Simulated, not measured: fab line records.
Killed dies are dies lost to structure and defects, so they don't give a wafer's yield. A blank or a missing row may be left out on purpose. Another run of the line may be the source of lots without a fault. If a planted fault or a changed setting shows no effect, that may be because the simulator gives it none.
Matching of chambers | flow nand-harc | NHARC_A_M0_CMP_23 on cmp-02 has 4 sister chambers
The step polishes, t overpolish 20 s, target thk 113.75 nm. 14 wafers are shown with their chamber, then 7 later ones without.

EACH WAFER AND ITS CHAMBER
wafer  | chamber | motor-current-A (A) | time-to-endpoint-s (s)
L532.1 | 2       | 13.6                | 31.1
L532.5 | 1       | 13.8                | 31.2
L532.6 | 2       | 14.1                | 29.0
L535.1 | 2       | 13.7                | 28.2
L535.3 | 1       | 14.5                | 29.0
L535.6 | 3       | 13.5                | 29.3
L544.3 | 3       | 13.3                | 31.4
L544.4 | 2       | 13.8                | 30.7
L544.5 | 0       | 12.4                | 34.8
L545.1 | 2       | 14.2                | 30.5
L545.2 | 3       | 13.1                | 29.3
L545.5 | 3       | 13.2                | 31.3
L550.1 | 0       | 12.2                | 32.6
L550.3 | 3       | 13.3                | 30.5

SIGNATURES (means of the wafers above)
reading            | chamber 0 | chamber 1 | chamber 2 | chamber 3 | scatter within a chamber
motor-current-A    | 12.300    | 14.150    | 13.880    | 13.280    | 0.249
time-to-endpoint-s | 33.700    | 30.100    | 29.900    | 30.360    | 1.23
Rule: a wafer lies at a distance from a chamber equal to the root of the sum of squares, over the readings, of (its reading less the chamber's mean, divided by the reading's scatter). The wafer belongs to the nearest chamber; if the next one is less than 2 further off, it can't be placed. The scatter: take each reading less its chamber's mean, square it, sum over the shown wafers, divide by the number of wafers less the number of chambers, and take the root.

WAFERS MISSING THEIR CHAMBER
wafer  | motor-current-A (A) | time-to-endpoint-s (s)
L550.6 | 13.6                | 29.9
L552.1 | 14.2                | 29.3
L552.4 | 11.8                | 34.6
L552.5 | 12.8                | 29.5
L555.1 | 13.9                | 25.2
L555.3 | 13.6                | 26.0
L555.5 | 12.9                | 24.1

THE CHAMBER EACH PASSED THROUGH
wafer  | from the rows above          | in truth
L550.6 | can't be placed: 2 or 3 or 1 | 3
L552.1 | can't be placed: 1 or 2      | 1
L552.4 | 0                            | 0
L552.5 | can't be placed: 3 or 0      | 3
L555.1 | can't be placed: 2 or 1 or 3 | 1
L555.3 | can't be placed: 2 or 3 or 1 | 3
L555.5 | can't be placed: 3 or 2 or 1 | 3
1 of 7 placed correctly. From these rows, 6 cannot be placed; in 6 the true chamber is one of the candidates. 0 placed wrongly.
